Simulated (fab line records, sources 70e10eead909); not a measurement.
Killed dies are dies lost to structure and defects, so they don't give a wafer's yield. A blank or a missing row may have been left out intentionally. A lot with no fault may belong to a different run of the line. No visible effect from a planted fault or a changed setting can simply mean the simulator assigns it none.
fab line records + flow nandHarc + part 2 of 2: steps 22 to 34 of 34
record:
- lots: 5
- wafers: 15
- lastDay: 26
route steps=1159 shown A_M1@1032 A_BONDPAD@1059
lots that met no fault: taken from a fault-free run of the same line
startH: hours from the record's opening day to when the first of the lot's shown wafers began + waitH: hours elapsed since this lot's preceding step + " unchanged from the row above + L1.1+2: one row covering several wafers at once + - no value, or no start was given + * or withheld: withheld + < > ~ a bound
route shown NAME@n: a module of which the file shows steps, and the number in the route of the first + usual: mean/standard deviation of fault-free wafers + same: alike in all rows + chamber/n: place in a boat + sites: each site's reading + _std_site: standard deviation of those values + _edge_site: inner sites' mean taken away from outer sites' mean + radiusMm: for every site, how far away it sits from the centre of the wafer + mask NAME#n: copy n + behind: tool/chamber where the wafer was last shaped + hold: why the lot was held/for how many hours/how that ended + device: which transistor (n, p or np) failed to switch + end of line: at the end of the route, the tests of the same wafers + step lacking rows: just its recipe + killed: at the first sort, the dies lost to defects and structure; wafer yield is something else + map: a wafer's dies, marking killed ones x, the rest . and places with no die _
set.NAME: the setting that was run; set.NAME@STEP: the one run at that earlier step + model.NAME: the simulator's own value behind a step, which no gauge read
lots seen at some steps along the route; tables by step, rows by wafer
services: when a tool's chamber went out of use (startH, in hours from the record's first day, below 0 if earlier), for how many hours, and the reason
== steps ==
step: NHARC_A_M1_THK_MEAS_24
recipe:
- thkMeasGauge: xrf
usual:
- thkNm: 155.3/1.7
| lot.wafer | tool         | chamber | startH | waitH | thkNm |
|-----------|--------------|---------|--------|-------|-------|
| L074.2    | filmMetro-02 | -       | 409.63 | -     | 156.2 |
| L074.4    | "            | -       | "      | "     | 154.8 |
| L074.5    | "            | -       | "      | "     | 155.3 |
| L075.1    | filmMetro-01 | -       | 412.58 | -     | 155.1 |
| L075.2    | "            | -       | "      | "     | 154.7 |
| L075.6    | "            | -       | "      | "     | 155.3 |
| L082.1    | filmMetro-02 | -       | 456.49 | -     | 157.0 |
| L082.2    | "            | -       | "      | "     | 157.0 |
| L082.4    | "            | -       | "      | "     | 154.5 |
| L085.1    | filmMetro-02 | -       | 476.72 | -     | 152.9 |
| L085.2    | "            | -       | "      | "     | 156.1 |
| L085.5    | "            | -       | "      | "     | 151.8 |
| L092.1    | filmMetro-01 | -       | 542.33 | -     | 153.3 |
| L092.4    | "            | -       | "      | "     | 157.7 |
| L092.6    | "            | -       | "      | "     | 153.6 |
step: NHARC_A_M1_SRD_25
| lot.wafer  | tool        | chamber | startH | waitH |
|------------|-------------|---------|--------|-------|
| L074.4+2+5 | wetBench-10 | 4,5,7   | 409.67 | 0.0   |
| L075.2+1+6 | wetBench-10 | 1,4,5   | 412.65 | 0.1   |
| L082.1+2+4 | wetBench-10 | 3,4,6   | 456.53 | 0.0   |
| L085.1+2+5 | wetBench-10 | 7,2,3   | 476.76 | 0.0   |
| L092.4+1+6 | wetBench-10 | 1,5,6   | 542.37 | 0.0   |
step: NHARC_A_M1_INSPECT_27
usual:
- rawDefectCount: 461/130
| lot.wafer | tool             | chamber | startH | waitH | rawDefectCount |
|-----------|------------------|---------|--------|-------|----------------|
| L074.2    | defectInspect-01 | -       | 409.79 | 0.0   | 427            |
| L074.4    | "                | -       | "      | "     | 557            |
| L074.5    | "                | -       | "      | "     | 493            |
| L075.1    | defectInspect-02 | -       | 412.76 | 0.0   | 515            |
| L075.2    | "                | -       | "      | "     | 434            |
| L075.6    | "                | -       | "      | "     | 505            |
| L082.1    | defectInspect-02 | -       | 456.65 | 0.0   | 552            |
| L082.2    | "                | -       | "      | "     | 336            |
| L082.4    | "                | -       | "      | "     | 463            |
| L085.1    | defectInspect-02 | -       | 476.88 | 0.0   | 465            |
| L085.2    | "                | -       | "      | "     | 487            |
| L085.5    | "                | -       | "      | "     | 498            |
| L092.1    | defectInspect-01 | -       | 542.48 | 0.0   | 381            |
| L092.4    | "                | -       | "      | "     | 533            |
| L092.6    | "                | -       | "      | "     | 425            |
step: NHARC_A_M1_PRE_CLEAN_32
recipe:
- timeS: 12
- tempC: 370
- rfPowerW: 300
- gas: NH3
usual:
- heaterPowerW: 644/57
| lot.wafer | tool     | chamber | startH | waitH | heaterPowerW |
|-----------|----------|---------|--------|-------|--------------|
| L074.2    | pecvd-01 | 0       | 409.87 | 0.1   | 687          |
| L074.5    | "        | 0       | "      | "     | 673          |
| L074.4    | "        | 1       | "      | "     | 651          |
| L075.2    | pecvd-02 | 0       | 412.84 | 0.1   | 688          |
| L075.1    | "        | 1       | "      | "     | 636          |
| L075.6    | "        | 0       | "      | "     | 682          |
| L082.1    | pecvd-02 | 2       | 457.32 | 0.7   | 609          |
| L082.2    | "        | 0       | "      | "     | 701          |
| L082.4    | "        | 2       | "      | "     | 603          |
| L085.2    | pecvd-01 | 0       | 476.94 | 0.1   | 733          |
| L085.1    | "        | 2       | "      | "     | 705          |
| L085.5    | "        | 0       | "      | "     | 697          |
| L092.1    | pecvd-02 | 0       | 542.55 | 0.1   | 594          |
| L092.4    | "        | 0       | "      | "     | 575          |
| L092.6    | "        | 1       | "      | "     | 687          |
step: NHARC_A_M1_DEP_33
recipe:
- targetThkA: 300
- tempC: 370
- targetThkNm: 30
- pressureTorr: 3
- flowSccm: 200
- rfW: 450
- material: SiCN
usual:
- heaterPowerW: 593/62
| lot.wafer | tool     | chamber | startH | waitH | heaterPowerW |
|-----------|----------|---------|--------|-------|--------------|
| L074.2    | pecvd-01 | 0       | 409.97 | 0.1   | 570          |
| L074.5    | "        | 0       | "      | "     | 578          |
| L074.4    | "        | 1       | "      | "     | 524          |
| L075.2    | pecvd-02 | 0       | 412.95 | 0.1   | 612          |
| L075.1    | "        | 1       | "      | "     | 482          |
| L075.6    | "        | 0       | "      | "     | 611          |
| L082.1    | pecvd-02 | 2       | 457.43 | 0.1   | 528          |
| L082.2    | "        | 0       | "      | "     | 627          |
| L082.4    | "        | 2       | "      | "     | 534          |
| L085.2    | pecvd-01 | 0       | 477.02 | 0.1   | 658          |
| L085.1    | "        | 2       | "      | "     | 669          |
| L085.5    | "        | 0       | "      | "     | 682          |
| L092.1    | pecvd-02 | 0       | 542.63 | 0.1   | 536          |
| L092.4    | "        | 0       | "      | "     | 548          |
| L092.6    | "        | 1       | "      | "     | 597          |
step: NHARC_A_BONDPAD_DEP_00
recipe:
- targetThkA: 2500
- tempC: 370
- targetThkNm: 250
- pressureTorr: 3
- flowSccm: 200
- rfW: 450
- material: SiCN
usual:
- heaterPowerW: 606/70
| lot.wafer | tool     | chamber | startH | waitH | heaterPowerW |
|-----------|----------|---------|--------|-------|--------------|
| L074.2    | pecvd-03 | 2       | 410.48 | -     | 614          |
| L074.4    | "        | 2       | "      | "     | 620          |
| L074.5    | "        | 1       | "      | "     | 670          |
| L075.1    | pecvd-03 | 2       | 413.51 | -     | 553          |
| L075.2    | "        | 0       | "      | "     | 573          |
| L075.6    | "        | 1       | "      | "     | 659          |
| L082.1    | pecvd-01 | 2       | 457.95 | -     | 702          |
| L082.2    | "        | 0       | "      | "     | 724          |
| L082.4    | "        | 1       | "      | "     | 486          |
| L085.1    | pecvd-01 | 0       | -      | -     | 584          |
| L085.2    | "        | 1       | "      | "     | 596          |
| L085.5    | "        | 0       | "      | "     | 647          |
| L092.1    | pecvd-01 | 2       | 543.23 | -     | 722          |
| L092.4    | "        | 2       | "      | "     | 725          |
| L092.6    | "        | 0       | "      | "     | 687          |
step: NHARC_A_BONDPAD_CMP_29
recipe:
- targetThkNm: 200
- material: SiCN
usual:
- motorCurrentA: 11.9/1
| lot.wafer | tool   | chamber | startH | waitH | motorCurrentA |
|-----------|--------|---------|--------|-------|---------------|
| L074.2    | cmp-04 | 3       | 410.89 | -     | 10.3          |
| L074.4    | "      | 0       | "      | "     | 11.4          |
| L074.5    | "      | 3       | "      | "     | 10.1          |
| L075.1    | cmp-04 | 2       | 413.87 | -     | 12.8          |
| L075.2    | "      | 0       | "      | "     | 11.3          |
| L075.6    | "      | 3       | "      | "     | 10.9          |
| L082.2    | cmp-04 | 1       | 458.35 | -     | 13.7          |
| L082.1    | "      | 2       | "      | "     | 12.8          |
| L082.4    | "      | 0       | "      | "     | 11.8          |
| L085.1    | cmp-04 | 2       | 478.01 | -     | 13.2          |
| L085.2    | "      | 3       | "      | "     | 9.6           |
| L085.5    | "      | 2       | "      | "     | 13.0          |
| L092.4    | cmp-01 | 1       | 543.61 | -     | 11.1          |
| L092.1    | "      | 3       | "      | "     | 11.0          |
| L092.6    | "      | 1       | "      | "     | 11.2          |
step: NHARC_A_BONDPAD_THK_MEAS_30
recipe:
- thkMeasGauge: ellipsometry
usual:
- thkNm: 201.0/1.5
| lot.wafer | tool         | chamber | startH | waitH | thkNm |
|-----------|--------------|---------|--------|-------|-------|
| L074.2    | filmMetro-02 | -       | 411.14 | 0.2   | 201.5 |
| L074.4    | "            | -       | "      | "     | 201.9 |
| L074.5    | "            | -       | "      | "     | 201.4 |
| L075.1    | filmMetro-02 | -       | 414.12 | 0.2   | 199.7 |
| L075.2    | "            | -       | "      | "     | 199.6 |
| L075.6    | "            | -       | "      | "     | 200.5 |
| L082.1    | filmMetro-02 | -       | 458.61 | 0.2   | 198.8 |
| L082.2    | "            | -       | "      | "     | 202.9 |
| L082.4    | "            | -       | "      | "     | 201.1 |
| L085.1    | filmMetro-02 | -       | 478.24 | 0.2   | 202.6 |
| L085.2    | "            | -       | "      | "     | 202.4 |
| L085.5    | "            | -       | "      | "     | 200.0 |
| L092.1    | filmMetro-02 | -       | 543.83 | 0.2   | 199.1 |
| L092.4    | "            | -       | "      | "     | 202.5 |
| L092.6    | "            | -       | "      | "     | 201.7 |
step: NHARC_A_BONDPAD_SRD_31
| lot.wafer  | tool        | chamber | startH | waitH |
|------------|-------------|---------|--------|-------|
| L074.4+2+5 | wetBench-10 | 5,7,1   | 411.18 | 0.0   |
| L075.1+6+2 | wetBench-10 | 3,4,6   | 414.17 | 0.0   |
| L082.1+2+4 | wetBench-10 | 3,6,7   | 458.65 | 0.0   |
| L085.1+5+2 | wetBench-08 | 3,4,5   | 478.28 | 0.0   |
| L092.6+4+1 | wetBench-08 | 1,2,3   | 543.88 | 0.0   |
step: NHARC_A_BONDPAD_DEHYDRATE_01
recipe:
- tempC: 150
- timeS: 120
usual:
- exhaustPa: 44.9/0.78
| lot.wafer | tool          | chamber | startH | waitH | exhaustPa |
|-----------|---------------|---------|--------|-------|-----------|
| L074.2    | lithoTrack-02 | 0       | 411.26 | 0.1   | 45.2      |
| L074.4    | "             | 0       | "      | "     | 43.6      |
| L074.5    | "             | 0       | "      | "     | 44.7      |
| L075.1    | lithoTrack-02 | 0       | 414.24 | 0.1   | 45.5      |
| L075.2    | "             | 0       | "      | "     | 45.1      |
| L075.6    | "             | 0       | "      | "     | 45.4      |
| L082.1    | lithoTrack-05 | 0       | 458.73 | 0.1   | 44.8      |
| L082.2    | "             | 0       | "      | "     | 44.4      |
| L082.4    | "             | 0       | "      | "     | 44.0      |
| L085.1    | lithoTrack-05 | 0       | 478.36 | 0.1   | 44.7      |
| L085.2    | "             | 0       | "      | "     | 46.7      |
| L085.5    | "             | 0       | "      | "     | 45.1      |
| L092.1    | lithoTrack-05 | 0       | 543.96 | 0.1   | 45.0      |
| L092.4    | "             | 0       | "      | "     | 44.1      |
| L092.6    | "             | 0       | "      | "     | 45.0      |
step: NHARC_A_BONDPAD_HMDS_02
recipe:
- timeS: 30
usual:
- exhaustPa: 45.1/0.96
| lot.wafer | tool          | chamber | startH | waitH | exhaustPa |
|-----------|---------------|---------|--------|-------|-----------|
| L074.2    | lithoTrack-02 | 0       | -      | -     | 45.5      |
| L074.4    | "             | 0       | "      | "     | 44.0      |
| L074.5    | "             | 0       | "      | "     | 44.4      |
| L075.1    | lithoTrack-02 | 0       | -      | -     | 46.5      |
| L075.2    | "             | 0       | "      | "     | 45.3      |
| L075.6    | "             | 0       | "      | "     | 44.8      |
| L082.1    | lithoTrack-05 | 0       | -      | -     | 46.0      |
| L082.2    | "             | 0       | "      | "     | 47.2      |
| L082.4    | "             | 0       | "      | "     | 46.1      |
| L085.1    | lithoTrack-05 | 0       | -      | -     | 44.7      |
| L085.2    | "             | 0       | "      | "     | 43.8      |
| L085.5    | "             | 0       | "      | "     | 45.0      |
| L092.1    | lithoTrack-05 | 0       | -      | -     | 44.2      |
| L092.4    | "             | 0       | "      | "     | 45.0      |
| L092.6    | "             | 0       | "      | "     | 47.3      |
step: NHARC_A_BONDPAD_COAT_33
recipe:
- tempC: 200
- timeS: 65
usual:
- exhaustPa: 44.9/0.78
| lot.wafer | tool          | chamber | startH | waitH | exhaustPa |
|-----------|---------------|---------|--------|-------|-----------|
| L074.2    | lithoTrack-02 | 0       | -      | -     | 44.6      |
| L074.4    | "             | 0       | "      | "     | 44.6      |
| L074.5    | "             | 0       | "      | "     | 45.6      |
| L075.1    | lithoTrack-02 | 0       | -      | -     | 44.2      |
| L075.2    | "             | 0       | "      | "     | 44.2      |
| L075.6    | "             | 0       | "      | "     | 44.2      |
| L082.1    | lithoTrack-05 | 0       | -      | -     | 44.5      |
| L082.2    | "             | 0       | "      | "     | 44.7      |
| L082.4    | "             | 0       | "      | "     | 45.2      |
| L085.1    | lithoTrack-05 | 0       | -      | -     | 45.0      |
| L085.2    | "             | 0       | "      | "     | 45.0      |
| L085.5    | "             | 0       | "      | "     | 44.4      |
| L092.1    | lithoTrack-05 | 0       | -      | -     | 43.9      |
| L092.4    | "             | 0       | "      | "     | 44.1      |
| L092.6    | "             | 0       | "      | "     | 45.4      |
step: NHARC_A_BONDPAD_COAT_03
recipe:
- spinRpm: 2000
- resistThkNm: 600
usual:
- exhaustPa: 45.1/0.84
| lot.wafer | tool          | chamber | startH | waitH | exhaustPa |
|-----------|---------------|---------|--------|-------|-----------|
| L074.2    | lithoTrack-02 | 0       | -      | -     | 45.1      |
| L074.4    | "             | 0       | "      | "     | 44.8      |
| L074.5    | "             | 0       | "      | "     | 44.9      |
| L075.1    | lithoTrack-02 | 0       | -      | -     | 45.6      |
| L075.2    | "             | 0       | "      | "     | 45.5      |
| L075.6    | "             | 0       | "      | "     | 44.7      |
| L082.1    | lithoTrack-05 | 0       | -      | -     | 44.6      |
| L082.2    | "             | 0       | "      | "     | 43.7      |
| L082.4    | "             | 0       | "      | "     | 44.5      |
| L085.1    | lithoTrack-05 | 0       | -      | -     | 45.5      |
| L085.2    | "             | 0       | "      | "     | 46.4      |
| L085.5    | "             | 0       | "      | "     | 45.3      |
| L092.1    | lithoTrack-05 | 0       | -      | -     | 44.5      |
| L092.4    | "             | 0       | "      | "     | 44.7      |
| L092.6    | "             | 0       | "      | "     | 45.4      |
== services ==
| tool          | chamber | startH | hours | kind   |
|---------------|---------|--------|-------|--------|
| wetBench-10   | -       | 384.27 | 12.6  | repair |
| pecvd-01      | 0       | 388.09 | 12.3  | repair |
| pecvd-01      | 2       | 389.13 | 18.7  | repair |
| rieDiel-05    | 3       | 404.91 | 5.2   | repair |
| lithoTrack-05 | -       | 412.01 | 7.0   | pm     |
| pecvd-01      | 2       | 412.07 | 6.6   | repair |
| rieDiel-02    | 1       | 416.58 | 14.9  | repair |
| rieDiel-05    | 2       | 416.88 | 2.6   | repair |
| pecvd-01      | -       | 418.40 | 13.0  | pm     |
| rieDiel-05    | 1       | 418.84 | 2.9   | repair |
| wetBench-10   | -       | 423.20 | 8.0   | pm     |
| rieDiel-02    | 2       | 425.58 | 5.9   | repair |
| rieDiel-02    | 0       | 430.15 | 9.7   | repair |
| lithoTrack-01 | -       | 443.00 | 7.0   | pm     |
| rieDiel-05    | 2       | 449.90 | 18.6  | repair |
| pvdSputter-03 | -       | 458.02 | 10.0  | pm     |
| pvdSputter-03 | -       | 477.80 | 0.8   | repair |
| lithoTrack-04 | -       | 491.00 | 7.0   | pm     |
| rieDiel-05    | 2       | 492.54 | 1.3   | repair |
| rieDiel-02    | 2       | 501.23 | 6.0   | repair |
| rieDiel-02    | -       | 504.70 | 9.0   | pm     |
| rieDiel-05    | 0       | 512.41 | 19.5  | repair |
| lithoTrack-02 | -       | 515.00 | 7.0   | pm     |
| pvdSputter-03 | -       | 516.29 | 3.8   | repair |
